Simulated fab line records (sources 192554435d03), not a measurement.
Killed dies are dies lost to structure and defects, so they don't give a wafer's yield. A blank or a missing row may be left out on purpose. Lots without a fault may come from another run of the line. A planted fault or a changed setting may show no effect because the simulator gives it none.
fab line records | flow n5-finfet
record: lots: 6 wafers: 16 last-day: 15
route steps=1938 shown BEOL_M7@1302 BEOL_M8@1332 PASSIVATION@1936
lots untouched by any fault: they come from a run of this same line in which no faults occurred
start-h: hours from the record's first day to the start of the lot's first wafer shown | wait-h: how many hours have passed since the lot's step before this one | " unchanged from the row above | L1.1+2: one row covering several wafers at once | - no value present, or no start provided | * or withheld: withheld | < > ~ a bound
route shown NAME@n: NAME is a module with steps in the file, n the number in the route of the first one | usual: mean/standard deviation of fault-free wafers | same: alike in all rows | chamber/n: place in a boat | sites: the reading at each site | _std_site: their standard deviation | _edge_site: inner sites' mean taken away from outer sites' mean | radius-mm: how far each site lies from the wafer's centre | mask NAME#n: copy n | behind: tool/chamber where the wafer was last shaped | hold: cause of the lot's hold/its duration in hours/its outcome | device: transistor that didn't switch, given as n, p or np | end of line: the route-end tests of the same wafers | where a step has no rows: the recipe by itself | killed: the dies lost at the first sort to structure and to defects; this is not the yield of the wafer | map: the dies of a wafer, with x for killed, . for not killed, _ for no die there
set.NAME: the setting as run; set.NAME@STEP: as run at that earlier step | model.NAME: the simulator's own value behind a step, which no gauge read
lots at some steps of the route; a table a step, a row a wafer
services: from which hour (start-h, from the record's first day; less than 0 if before it) a tool's chamber was out of use, for how many hours, and why
== steps ==
step: N5_BEOL_M7_ETCH_66
recipe: chemistry: N2/H2 target: SOC target-depth-a: 800 overetch-a: 160 mask-material: SiARC temp-c: 40 time-s: 120 ion-energy-ev: 200 pressure-mtorr: 30 source-w: 840 bias-w: 150 n2-flow-sccm: 200 h2-flow-sccm: 200
step: N5_BEOL_M7_STRIP_69
recipe: chemistry: N2/H2 temp-c: 40 n2-flow-sccm: 200 h2-flow-sccm: 200 rf-frequency-hz: 6e+07
step: N5_BEOL_M7_STRIP_73
recipe: chemistry: N2/H2 temp-c: 40 n2-flow-sccm: 200 h2-flow-sccm: 200 rf-frequency-hz: 6e+07
step: N5_BEOL_M7_VIA_ETCH_34
recipe: chemistry: C4F6/O2 target: SiCOH_lowk target-depth-a: 1255 mask-material: SOC taper-deg: 4 time-s: 50.5 ion-energy-ev: 250 pressure-mtorr: 30 source-w: 345 bias-w: 185 Ar_flow_sccm: 300 C4F6_flow_sccm: 10 O2_flow_sccm: 10
step: N5_BEOL_M7_STRIP_76
recipe: chemistry: C4F6/O2 resist: SiARC rf-frequency-hz: 6e+07
step: N5_BEOL_M7_STRIP_36
recipe: chemistry: N2/H2 power-w: 450 temp-c: 40 pressure-mtorr: 20 rf-frequency-hz: 6e+07 overash-fraction: 0.3 bias-power-w: 7 h2-frac: 0.5 n2-flow-sccm: 200 h2-flow-sccm: 200
step: N5_BEOL_M7_TRENCH_ETCH_37
recipe: chemistry: C4F6/O2 target-depth-a: 934.78 target: SiCOH_lowk time-s: 31.2 ion-energy-ev: 250 pressure-mtorr: 30 source-w: 345 bias-w: 185 Ar_flow_sccm: 300 C4F6_flow_sccm: 10 O2_flow_sccm: 10
step: N5_BEOL_M7_ETCH_41
recipe: chemistry: CH3F/O2 target: SiCN target-depth-a: 319 taper-deg: 2 time-s: 57.8 ion-energy-ev: 120 mask-material: TiN pressure-mtorr: 30 source-w: 395 bias-w: 75 Ar_flow_sccm: 150 CH3F_flow_sccm: 30 O2_flow_sccm: 20
usual: CH3F_flow_sccm: 30.01/0.093 O2_flow_sccm: 20.00/0.056 drypump-motor-current-A: 5.8/0.34 oes-product-au: 0.76/0.087 rf-vpp-V: 297.3/1.6 showerhead-plenum-p-Torr: 1.99/0.067 throttle-valve-pct: 16.41/0.25
columns lot.wafer tool chamber start-h wait-h CH3F_flow_sccm O2_flow_sccm drypump-motor-current-A oes-product-au rf-hours-counter-h rf-vpp-V showerhead-plenum-p-Torr throttle-valve-pct
L684.1 rie-diel-03 0 - - 29.91 19.96 5.7 0.72 189 298.0 2.06 16.36
L684.3 " 3 " " 30.05 19.98 5.7 0.74 196 295.7 1.90 16.37
L684.5 " 3 " " 29.87 20.02 5.7 0.73 - 295.6 1.90 16.36
L686.4 rie-diel-02 0 - - 29.92 20.02 6.2 0.72 205 297.2 2.00 16.78
L686.5 " 3 " " 29.89 20.01 5.3 0.79 - 297.3 2.01 15.95
L693.2 rie-diel-03 1 - - 30.10 20.05 6.2 0.73 185 299.6 2.07 16.70
L693.5 " 0 " " 30.10 20.04 5.7 0.70 - 297.8 2.05 16.39
L695.2 rie-diel-03 2 - - 29.96 19.97 6.0 0.96 17 299.7 2.12 16.29
L695.4 " 3 " " 30.08 20.09 5.8 0.72 218 295.2 1.89 16.41
L695.6 " 3 " " 30.16 20.00 5.8 0.72 - 296.0 1.89 16.42
L699.1 rie-diel-02 2 - - 30.08 19.99 5.1 0.68 233 296.4 1.96 16.59
L699.3 " 0 " " 29.92 19.98 6.3 0.70 233 296.5 1.99 16.84
L699.5 " 3 " " 30.09 19.98 5.3 0.77 - 298.6 2.01 15.98
L700.3 rie-diel-03 3 - - 30.19 19.92 5.8 0.71 225 294.7 1.89 16.43
L700.4 " 0 " " 30.06 20.12 5.7 0.71 217 297.8 2.05 16.40
L700.5 " 1 " " 30.06 19.92 6.3 0.73 - 299.2 2.07 16.73
step: N5_BEOL_M7_STRIP_80
recipe: chemistry: N2/H2 time-s: 10 power-w: 450 temp-c: 40 pressure-mtorr: 20 rf-frequency-hz: 6e+07 bias-power-w: 7 n2-flow-sccm: 200 h2-flow-sccm: 200
usual: drypump-motor-current-A: 5.8/0.34 oes-product-au: 0.76/0.085 rf-vpp-V: 59.1/0.82 showerhead-plenum-p-Torr: 2.53/0.087 throttle-valve-pct: 23.6/0.44
columns lot.wafer tool chamber start-h wait-h drypump-motor-current-A oes-product-au rf-hours-counter-h rf-vpp-V showerhead-plenum-p-Torr throttle-valve-pct
L684.1 rie-diel-03 0 - - 5.7 0.74 190 59.6 2.63 23.5
L684.3 " 3 " " 5.7 0.72 196 59.6 2.39 23.3
L684.5 " 3 " " 5.8 0.72 - 59.4 2.39 23.3
L686.4 rie-diel-02 0 - - 6.3 0.72 205 58.9 2.54 24.7
L686.5 " 3 " " 5.4 0.79 - 58.2 2.55 23.2
L693.2 rie-diel-03 1 - - 6.2 0.73 185 58.2 2.63 24.1
L693.5 " 0 " " 5.7 0.71 - 58.5 2.62 23.5
L695.2 rie-diel-03 2 - - 6.0 0.95 17 59.7 2.67 23.5
L695.4 " 3 " " 5.8 0.71 218 59.3 2.38 23.3
L695.6 " 3 " " 5.8 0.71 - 59.1 2.38 23.3
L699.1 rie-diel-02 2 - - 5.2 0.68 233 58.5 2.51 23.6
L699.3 " 0 " " 6.3 0.71 233 60.3 2.53 24.8
L699.5 " 3 " " 5.4 0.77 - 58.9 2.54 23.2
L700.3 rie-diel-03 3 - - 5.8 0.72 225 58.0 2.38 23.3
L700.4 " 0 " " 5.7 0.71 217 58.6 2.62 23.5
L700.5 " 1 " " 6.2 0.74 - 58.2 2.62 24.1
step: N5_BEOL_M7_OCD_MEAS_38
usual: trench-depth-nm: 92.9/2.7
columns lot.wafer tool chamber start-h wait-h trench-depth-nm
L684.1 ocd-01 - 195.25 - 90.7
L684.3 " - " " 94.8
L684.5 " - " " 96.1
L686.4 ocd-01 - 206.36 - 90.1
L686.5 " - " " 91.7
L693.2 ocd-01 - 252.44 - 91.2
L693.5 " - " " 88.0
L695.2 ocd-02 - 272.94 - 96.8
L695.4 " - " " 94.1
L695.6 " - " " 95.4
L699.1 ocd-02 - 286.57 - 96.0
L699.3 " - " " 92.8
L699.5 " - " " 92.9
L700.3 ocd-01 - 294.08 - 95.5
L700.4 " - " " 89.5
L700.5 " - " " 92.7
step: N5_BEOL_M7_HM_STRIP_39
recipe: chemistry: peroxide-tin-strip material: TiN target-depth-a: 250 temp-c: 50 time-s: 158
step: N5_BEOL_M7_SRD_40
recipe: time-s: 30 temp-c: 23 rinse-liquid: diw dry: ipa-marangoni
step: N5_BEOL_M7_PRECLEAN_42
recipe: chemistry: residue-remover time-s: 60 temp-c: 40
columns lot.wafer tool chamber start-h wait-h
L684.1+3+5 wet-bench-05 7,0,6 195.35 0.0
L686.4+5 wet-bench-05 3,7 206.45 0.0
L693.2+5 wet-bench-03 2,7 252.53 0.0
L695.2+4+6 wet-bench-03 6,7,5 273.03 0.0
L699.1+3+5 wet-bench-03 5,7,2 286.66 0.0
L700.3+4+5 wet-bench-03 2,1,4 294.18 0.0
step: N5_BEOL_M7_SRD_43
recipe: time-s: 30 temp-c: 23 rinse-liquid: diw dry: ipa-marangoni
step: N5_BEOL_M7_CD_MEAS_35
recipe: target-cd-nm: 40 polarity: opening
usual: cd-nm: 40.5/1.1
columns lot.wafer tool chamber start-h wait-h cd-nm
L684.1 cd-sem-03 - 195.40 0.0 40.0
L684.3 " - " " 39.6
L684.5 " - " " 39.2
L686.4 cd-sem-02 - 206.51 0.0 39.9
L686.5 " - " " 40.9
L693.2 cd-sem-02 - 252.59 0.0 39.3
L693.5 " - " " 39.7
L695.2 cd-sem-01 - 273.09 0.0 41.2
L695.4 " - " " 41.3
L695.6 " - " " 41.3
L699.1 cd-sem-01 - 286.72 0.0 40.7
L699.3 " - " " 38.7
L699.5 " - " " 40.2
L700.3 cd-sem-01 - 294.24 0.0 42.0
L700.4 " - " " 42.1
L700.5 " - " " 42.6
step: N5_BEOL_M7_CURE_75
recipe: temp-c: 370 time-s: 120 ambient: DMADMS/He material: SiCOH_lowk
usual: lamp-power-pct: 52.32/0.057 wafer_temp_C_max: 371.9/0.7
columns lot.wafer tool chamber start-h wait-h lamp-power-pct wafer_temp_C_max
L684.1 uv-cure-02 0 195.45 0.0 52.36 373.5
L684.3 " 0 " " 52.34 374.0
L684.5 " 0 " " 52.31 373.4
L686.4 uv-cure-02 2 206.70 0.2 52.33 371.1
L686.5 " 2 " " 52.28 371.6
L693.2 uv-cure-01 1 252.68 0.1 52.38 371.9
L693.5 " 1 " " 52.33 371.9
L695.2 uv-cure-03 0 273.18 0.1 52.33 371.9
L695.4 " 0 " " 52.29 371.4
L695.6 " 0 " " 52.36 371.7
L699.1 uv-cure-03 2 286.76 0.0 52.31 371.9
L699.3 " 2 " " 52.32 371.6
L699.5 " 2 " " 52.37 371.7
L700.3 uv-cure-03 1 294.38 0.1 52.31 371.1
L700.4 " 1 " " 52.33 371.4
L700.5 " 1 " " 52.44 371.6
step: N5_BEOL_M7_DEGAS_44
recipe: ambient: vacuum temp-c: 250 time-s: 60
step: N5_BEOL_M7_PRE_CLEAN_45
recipe: gas: H2/He time-s: 30 temp-c: 250
usual: heater-power-w: 329/30
columns lot.wafer tool chamber start-h wait-h heater-power-w
L684.1 pvd-sputter-03 - 196.97 0.0 315
L684.3 " - " " 319
L684.5 " - " " 338
L686.4 pvd-sputter-01 - 206.93 0.0 372
L686.5 " - " " 347
L693.2 pvd-sputter-03 - 252.99 0.0 326
L693.5 " - " " 351
L695.2 pvd-sputter-01 - 273.53 0.0 368
L695.4 " - " " 356
L695.6 " - " " 300
L699.1 pvd-sputter-03 - 287.26 0.0 341
L699.3 " - " " 319
L699.5 " - " " 315
L700.3 pvd-sputter-02 - 294.73 0.0 324
L700.4 " - " " 282
L700.5 " - " " 280
step: N5_BEOL_M7_ALD_77
recipe: material: TaN target-thk-a: 20 temp-c: 275 ald-precursor-family: PDMAT ald-co-reactant: NH3 pressure-torr: 3 carrier-flow-sccm: 1500 pulse-time-s: 2 purge-time-s: 3 co-reactant-purge-time-s: 2 co-reactant-pulse-time-s: 3 ald-cycles: 40 precursor-vessel-temp-c: 75 precursor-vessel-pressure-torr: 26.25 precursor-vessel-carrier-sccm: 1000
step: N5_BEOL_M7_SURFACE_TREAT_79
recipe: gas: Ar time-s: * ion-energy-ev: * ion-current-ma-cm2: 0.5 pressure-mtorr: * ar-flow-sccm: 30
step: N5_BEOL_M7_CVD_78
recipe: material: Co target-thk-a: 20 temp-c: withheld precursor: CCTBA/H2 pressure-torr: 30 time-s: 142.3
step: N5_BEOL_M7_SPUTTER_48
recipe: material: Cu target-thk-a: 100 temp-c: -20 bias-v: 60 power-w: 26000 chamber-pressure-pa: 0.13 time-s: 1.667
step: N5_BEOL_M7_ECD_50
recipe: material: Cu target-thk-a: 3000
step: N5_BEOL_M7_ANNEAL_51
recipe: temp-c: 225 time-s: 90 ambient: N2
step: N5_BEOL_M7_CMP_52
recipe: stop-on: SiCOH_lowk t-overpolish-s: 6.9 down-force-psi: 1 platen-rpm: 50 clearing-platen-down-force-psi: 1.5 clearing-platen-rpm: 50 post-cmp-clean: cu-alkaline target-thk-nm: 80 clearing-platen-pad-velocity-m-s: 0.99484 pad-velocity-m-s: 0.99484
step: N5_BEOL_M7_THK_MEAS_53
recipe: thk-meas-gauge: xrf reads: Cu_of_BEOL_M7_ECD_50
usual: M7_THK: 80/3.1
columns lot.wafer tool chamber start-h wait-h M7_THK[nm]
L684.1 film-metro-01 - 198.57 - 75
L684.3 " - " " 81
L684.5 " - " " 83
L686.4 film-metro-02 - 209.14 - 79
L686.5 " - " " 79
L693.2 film-metro-01 - 254.66 - 77
L693.5 " - " " 75
L695.2 film-metro-02 - 275.17 - 81
L695.4 " - " " 81
L695.6 " - " " 83
L699.1 film-metro-02 - 289.16 - 84
L699.3 " - " " 81
L699.5 " - " " 79
L700.3 film-metro-02 - 296.54 - 83
L700.4 " - " " 76
L700.5 " - " " 82
step: N5_BEOL_M7_PRE_CLEAN_55
recipe: gas: NH3 time-s: 15 temp-c: withheld rf-power-w: 300
step: N5_BEOL_M7_DEP_56
recipe: material: SiCN target-thk-a: 100 temp-c: withheld precursor: 3MS/NH3 pressure-torr: 3 rf-w: 202 time-s: 17.5
step: N5_BEOL_M7_RS_MEAS_57
recipe: thk-meas-gauge: four-point-probe reads: Cu_of_BEOL_M7_ECD_50+Co_of_BEOL_M7_CVD_78+TaN_of_BEOL_M7_ALD_77
usual: M7_RS: 0.292/0.013
columns lot.wafer tool chamber start-h wait-h M7_RS[ohm/sq]
L684.1 film-metro-02 - 198.70 0.1 0.312
L684.3 " - " " 0.288
L684.5 " - " " 0.277
L686.4 film-metro-01 - 209.27 0.0 0.299
L686.5 " - " " 0.298
L693.2 film-metro-01 - 254.79 0.1 0.301
L693.5 " - " " 0.312
L695.2 film-metro-02 - 275.30 0.1 0.282
L695.4 " - " " 0.284
L695.6 " - " " 0.277
L699.1 film-metro-02 - 289.29 0.1 0.274
L699.3 " - " " 0.290
L699.5 " - " " 0.298
L700.3 film-metro-01 - 296.67 0.1 0.276
L700.4 " - " " 0.310
L700.5 " - " " 0.283
step: N5_BEOL_M8_ILD_DEP_00
recipe: material: SiCOH_lowk target-thk-a: 1797.5 temp-c: 300 precursor: DEMS/porogen pressure-torr: 5 rf-w: 500 time-s: 33.4
step: N5_BEOL_M8_CURE_74
recipe: temp-c: 385 time-s: 240 ambient: He/Ar material: SiCOH_lowk
step: N5_BEOL_M8_THK_MEAS_01
recipe: reads: SiCOH_lowk_of_BEOL_M8_ILD_DEP_00
usual: M8_ILD_THK: 155.6/2.2
columns lot.wafer tool chamber start-h wait-h M8_ILD_THK[nm]
L684.1 film-metro-02 - 199.36 0.4 153.6
L684.3 " - " " 152.7
L684.5 " - " " 155.7
L686.4 film-metro-02 - 210.39 0.4 156.6
L686.5 " - " " 155.1
L693.2 film-metro-01 - 255.91 0.7 154.3
L693.5 " - " " 159.3
L695.2 film-metro-02 - 276.08 0.4 155.8
L695.4 " - " " 156.4
L695.6 " - " " 156.3
L699.1 film-metro-01 - 289.93 0.4 152.5
L699.3 " - " " 154.7
L699.5 " - " " 157.8
L700.3 film-metro-02 - 297.31 0.3 152.4
L700.4 " - " " 156.3
L700.5 " - " " 155.5
step: N5_BEOL_M8_PECVD_70
recipe: material: SiO2 target-thk-a: 200 temp-c: 400 precursor: TEOS/O2 pressure-torr: 5.5 rf-w: 450 teos-flow-sccm: 53.8 gas: O2 flow-sccm: 3000 time-s: 22.7
usual: heater-power-outer-w: 430/48 heater-power-w: 723/71 showerhead-plenum-p-Torr: 8.78/0.073 throttle-valve-pct: 21.7/0.88
columns lot.wafer tool chamber start-h wait-h heater-power-outer-w heater-power-w showerhead-plenum-p-Torr throttle-valve-pct
L684.1 pecvd-03 1 199.39 0.0 458 696 8.73 21.6
L684.3 " 2 " " 511 860 8.74 21.6
L684.5 " 0 " " 466 741 8.74 22.3
L686.4 pecvd-04 2 210.45 0.1 425 749 8.77 19.6
L686.5 " 0 " " 416 705 8.90 21.2
L693.2 pecvd-01 2 255.95 0.0 461 724 8.79 20.5
L693.5 " 0 " " 385 669 8.89 21.0
L695.2 pecvd-04 1 276.11 0.0 472 827 8.92 23.4
L695.4 " 0 " " 424 706 8.87 21.0
L695.6 " 2 " " 484 825 8.80 19.7
L699.1 pecvd-01 0 289.97 0.0 360 662 8.86 21.1
L699.3 " 2 " " 453 745 8.82 20.6
L699.5 " 2 " " 468 755 8.81 20.7
L700.3 pecvd-03 1 297.34 0.0 480 724 8.73 21.6
L700.4 " 0 " " 478 770 8.74 22.0
L700.5 " 1 " " 467 727 8.71 21.6
step: N5_BEOL_M8_HM_DEP_02
recipe: material: TiN target-thk-a: 200 temp-c: 25 chamber-pressure-pa: 0.49996
step: N5_BEOL_M8_COAT_59
recipe: resist: SOC temp-c: 250 time-s: 60 spin-rpm: 1500 resist-thk-nm: 100
step: N5_BEOL_M8_COAT_60
recipe: resist: SiARC temp-c: 220 time-s: 60 spin-rpm: 1500 resist-thk-nm: 35
step: N5_BEOL_M8_COAT_05
recipe: resist: CAR-ArF spin-rpm: 1500 resist-thk-nm: 90
step: N5_BEOL_M8_EBR_07
recipe: solvent: PGMEA ebr-width-mm: 1.5
step: N5_BEOL_M8_SOFTBAKE_06
recipe: temp-c: 110 time-s: 60 resist: CAR-ArF
step: N5_BEOL_M8_EXPOSE_08
recipe: mask-id: M8 na: 1.35 source-shape: dipole sigma-inner: 0.817 sigma-outer: 0.97 polarization: te dose-mj: 68.25
step: N5_BEOL_M8_PEB_09
recipe: peb-temp-c: withheld peb-time-s: 60 resist: CAR-ArF
step: N5_PASSIVATION_PROBE_49
usual: defect-limited-yield: 91.8/1.5 killed_at_M0_to_M3: 33/11 killed_at_M4_up: 13/5 killed-at-contacts: 11/5.6 killed-at-front-end: 36/12 killed-at-other: 3.4/2.5 killed-dies: 97/18 killed-open: 64/13 killed-short: 31/6.9 sort_bin_4_leakage: 0.01/0.048 sort_bin_5_function: 4.8/1 sort_bin_6_memory: 3.1/0.64 sort_bin_8_speed: 0.00/0.014 sort-n-pass: 1083/18 sort-yield-pct: 91.8/1.5
same: gross-dies: 1180 killed-at-back-side: 0
columns lot.wafer tool chamber start-h wait-h defect-limited-yield[%] killed_at_M0_to_M3 killed_at_M4_up killed-at-contacts killed-at-front-end killed-at-other killed-dies killed-open killed-short sort_bin_4_leakage[%] sort_bin_5_function[%] sort_bin_6_memory[%] sort_bin_8_speed[%] sort-n-pass sort-yield-pct[%]
L684.1 prober-02 - 277.14 0.0 92.9 34 11 6 28 5 84 58 26 0 4.4 2.5 0 1096 92.9
L684.3 prober-02 - 277.24 0.1 94.6 19 16 6 22 1 64 45 17 0 2.6 2.5 0.08 1116 94.6
L684.5 prober-02 - 277.34 0.2 93.6 24 18 7 23 3 75 43 31 0 3.8 2.1 0 1105 93.6
L693.2 prober-01 - 325.50 0.1 91.2 34 17 15 36 2 104 68 32 0 5.3 3.1 0 1076 91.2
L693.5 prober-01 - 325.65 0.2 90.4 36 17 18 41 1 113 68 43 0 5.7 3.3 0 1067 90.4
L699.1 prober-01 - 370.17 0.0 86.8 23 89 15 26 3 156 50 27 0 8.3 3.9 0 1024 86.8
L699.3 prober-01 - 370.27 0.1 89.2 28 60 8 30 1 127 50 30 0 6.5 3.1 0 1053 89.2
L699.5 prober-01 - 370.37 0.2 81.9 42 126 11 32 2 213 71 31 0 11.2 4.4 0 967 81.9
L700.3 prober-02 - 370.18 0.1 81.7 47 116 10 40 3 216 78 35 0 11.4 4.4 0 964 81.7
L700.4 prober-02 - 370.23 0.2 85.1 28 111 13 24 0 176 53 26 0 9.6 3.6 0 1004 85.1
L700.5 prober-02 - 370.28 0.2 81.0 33 140 20 25 6 224 58 39 0 11.9 4.7 0 956 81.0
killed by level:class
L684.1 BEOL_M1:geometric-particle:open=10 BEOL_M0_SAQP:geometric-particle:short=7 GATE_CUT:geometric-particle:short=6 BEOL_M0_SAQP:geometric-particle:open=6 FIN_SAQP:geometric-particle:short=5 BEOL_M2:geometric-particle:open=5 DUMMY_GATE:geometric-particle:open=4 MOL_CONTACT_COAG:geometric-particle:open=4
L684.3 BEOL_M4:geometric-particle:open=9 BEOL_M1:geometric-particle:open=7 GATE_CUT:geometric-particle:short=6 MOL_CONTACT_COAG:geometric-particle:open=6 BEOL_M2:geometric-particle:open=6 STARTING-WAFER:geometric-particle:short=4 STI_FIN_REVEAL:geometric-particle:open=3 GATE_CUT:geometric-particle:open=3
L684.5 BEOL_M4:geometric-particle:open=10 GATE_CUT:geometric-particle:short=8 BEOL_M3:geometric-particle:open=8 MOL_CONTACT_COAG:geometric-particle:open=7 BEOL_M0_SAQP:geometric-particle:open=4 BEOL_M1:geometric-particle:open=4 BEOL_M4:geometric-particle:short=4 STI_FIN_REVEAL:geometric-particle:open=3
L693.2 MOL_CONTACT_COAG:geometric-particle:open=12 FIN_SAQP:geometric-particle:open=11 BEOL_M0_SAQP:geometric-particle:open=8 BEOL_M0_SAQP:geometric-particle:short=7 BEOL_M2:geometric-particle:open=7 FIN_SAQP:geometric-particle:short=5 BEOL_M1:geometric-particle:open=5 BEOL_M5:geometric-particle:open=5
L693.5 STI_FIN_REVEAL:geometric-particle:open=14 MOL_CONTACT_COAG:geometric-particle:open=12 BEOL_M4:geometric-particle:open=11 BEOL_M0_SAQP:geometric-particle:short=10 BEOL_M3:geometric-particle:open=8 FIN_SAQP:geometric-particle:short=7 FIN_SAQP:geometric-particle:open=6 MOL_CONTACT_COAG:geometric-particle:short=6
L699.1 BEOL_M7:unspecified=75 MOL_CONTACT_COAG:geometric-particle:open=12 FIN_SAQP:geometric-particle:short=7 STI_FIN_REVEAL:geometric-particle:open=6 BEOL_M4:geometric-particle:open=6 BEOL_M0_SAQP:geometric-particle:open=5 BEOL_M3:geometric-particle:open=5 BEOL_M0_SAQP:geometric-particle:short=4
L700.3 BEOL_M7:unspecified=101 BEOL_M3:geometric-particle:open=12 BEOL_M2:geometric-particle:open=10 MOL_CONTACT_COAG:geometric-particle:open=10 STI_FIN_REVEAL:geometric-particle:open=7 GATE_CUT:geometric-particle:short=7 FIN_SAQP:geometric-particle:open=6 BEOL_M1:geometric-particle:open=6
L700.4 BEOL_M7:unspecified=97 MOL_CONTACT_COAG:geometric-particle:open=9 FIN_SAQP:geometric-particle:open=5 BEOL_M0_SAQP:geometric-particle:open=5 BEOL_M3:geometric-particle:open=5 BEOL_M0_SAQP:geometric-particle:short=5 BEOL_M0:geometric-particle:open=5 BEOL_M4:geometric-particle:open=5
L699.3 BEOL_M7:unspecified=44 FIN_SAQP:geometric-particle:short=10 FIN_SAQP:geometric-particle:open=7 BEOL_M1:geometric-particle:open=7 MOL_CONTACT_COAG:geometric-particle:open=6 BEOL_M4:geometric-particle:open=6 BEOL_M0:geometric-particle:open=4 BEOL_M2:geometric-particle:open=4
L700.5 BEOL_M7:unspecified=123 MOL_CONTACT_COAG:geometric-particle:open=14 BEOL_M0_SAQP:geometric-particle:short=7 STI_FIN_REVEAL:geometric-particle:open=6 BEOL_M0_SAQP:geometric-particle:open=6 BEOL_M2:geometric-particle:open=6 FIN_SAQP:geometric-particle:short=5 BEOL_M1:geometric-particle:open=5
L699.5 BEOL_M7:unspecified=111 BEOL_M1:geometric-particle:open=13 MOL_CONTACT_COAG:geometric-particle:open=10 BEOL_M0_SAQP:geometric-particle:open=10 FIN_SAQP:geometric-particle:short=8 STI_FIN_REVEAL:geometric-particle:open=6 BEOL_M0_SAQP:geometric-particle:short=6 FIN_SAQP:geometric-particle:open=5
map L699.5 (x killed, . not)
_________________.......x....________________
______________..x....x.........._____________
___________...............x........__________
__________............x....x........_________
________.........x.....x...x.x........_______
_______.....x....................x..x..______
______............x...........x........._____
_____............x............x.......x.x____
____........x...........x..............xx.___
___.xx.................................x...__
___.x...x.......x..........x...x...........__
__.............x......x.....x.......x......._
__.....x............xx.......x...........x.._
_.......x............x.............x.....x...
_.........x..xx..............................
_.......x............x................x..x...
_.x..................x...x...x...............
_.....................x.x.......x......x.x...
_.............x................x.............
_.......x.............xx.......x............x
_.x.....x........x...x.......................
__..........x.xx........x.............x.x..._
__...x....x........xxx..........x..........._
___.x..x..............x......x.....x.......__
___.x....x........x....x..xxxxx............__
____...........x..x.....xxxxxx.x..x.......___
_____.x..x...x.......xxxxxxxxxxxxx.x.....____
______...............xxxxxxxxxxx.x......_____
_______.x.........xxxxxxxxxxxxxxxx.....______
________........x...xxxxxxxxxxxxx....._______
__________.........xxxxxxxxxxxxxx.xx_________
___________..........xxxxxxxxxxxx..__________
______________.....x.xxxxxxxxxxx_____________
_________________.....x.xxxxx________________
map L700.5 (x killed, . not)
_________________.........x..________________
______________...........xx.x..._____________
___________........................__________
__________.......xx...x.........x..._________
________........x...........x..x.xx..._______
_______........x................x.....x______
______.................................._____
_____....................................____
____x.x..x.....x......................x...___
___............x.xx........................__
___................x...x....x...x..........__
__x...............x........x...............x_
__x....x.........xx..x...x.................._
_...........x.xxxxxxxxx......x......x........
_..........xxxxxxxxxxxx.........x.........x..
_......x..xxxxxxxxxxxxx.x.................x..
_..........xxxxxxxxxxxxxx.........x.x........
_...x.......xxxxxxxxxxxx..x.........x..x..x..
_........x.xxxxxxxxxxxxx.....................
_.........xx.xxxxxxxxx.x...x.............x...
_..........xxxxxxxxxx.xx.x....x..............
__...x......xxxxxxxxxx.x...........x........_
__...x......xxxxxxxxx............x.x....x.x._
___..xx......x..x...x..x..x.....x..........__
___x.....x....x......x............x........__
____....x...x.....x.........x.............___
_____.x...x..............................____
______....x.....x.x.x....x.............._____
_______x..............x.x..............______
________x......x.x...x...x...........x_______
__________.......xx.............xxx._________
___________.x............x...x.....__________
______________...........x......_____________
_________________............________________
== services ==
columns tool chamber start-h hours kind
pecvd-04 - 180.14 0.9 repair
rie-diel-03 2 181.29 - clean
rie-diel-03 2 181.29 - consumable-replace:focus-ring
rie-diel-03 2 181.29 - consumable-replace:showerhead
rie-diel-03 2 181.29 19.7 scheduled-down
rie-diel-03 2 181.29 19.7 vent-cycle
uv-cure-01 - 197.32 2.1 pm
pecvd-01 - 198.46 1.8 repair
pecvd-01 2 202.38 - clean
pecvd-01 2 202.38 - consumable-replace:showerhead
pecvd-01 2 202.38 29.0 scheduled-down
pecvd-04 1 209.48 10.2 repair
pecvd-03 - 221.28 2.8 pm
pecvd-01 0 226.24 23.5 repair
pecvd-01 2 233.26 6.5 repair
rie-diel-03 - 234.90 15.6 pm
pecvd-01 - 237.10 5.5 pm
uv-cure-03 - 243.66 1.0 pm
pecvd-01 - 246.30 0.3 repair
pvd-sputter-01 - 252.79 1.5 repair
pecvd-04 1 256.77 2.0 repair
pecvd-01 - 265.34 11.7 repair
uv-cure-02 - 277.68 1.0 pm
pecvd-04 - 288.42 0.8 repair
== key ==
first-sign: step: N5_PASSIVATION_PROBE_49 reading: killed_at_M4_up direction: up sigmas: 19 usual: 13 struck: 107
effect: step: N5_PASSIVATION_PROBE_49 reading: defect-limited-yield direction: down sigmas: 5 usual: 91.8 struck: 84.3
more-kills-born-at: N5_BEOL_M7_PRECLEAN_42@wet-bench-03: 551
met-at N5_BEOL_M7_PRECLEAN_42
struck-wafers L699.1,L699.3,L699.5,L700.3,L700.4,L700.5
onset-between 273.03 286.66
also-fits time
fault: kind: chamber-particle-source tool: wet-bench-03 chamber: - onset-h: 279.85 steps: N5_BEOL_M7_PRECLEAN_42 rate-per-visit-cm2: 0.69199 end-h: 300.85
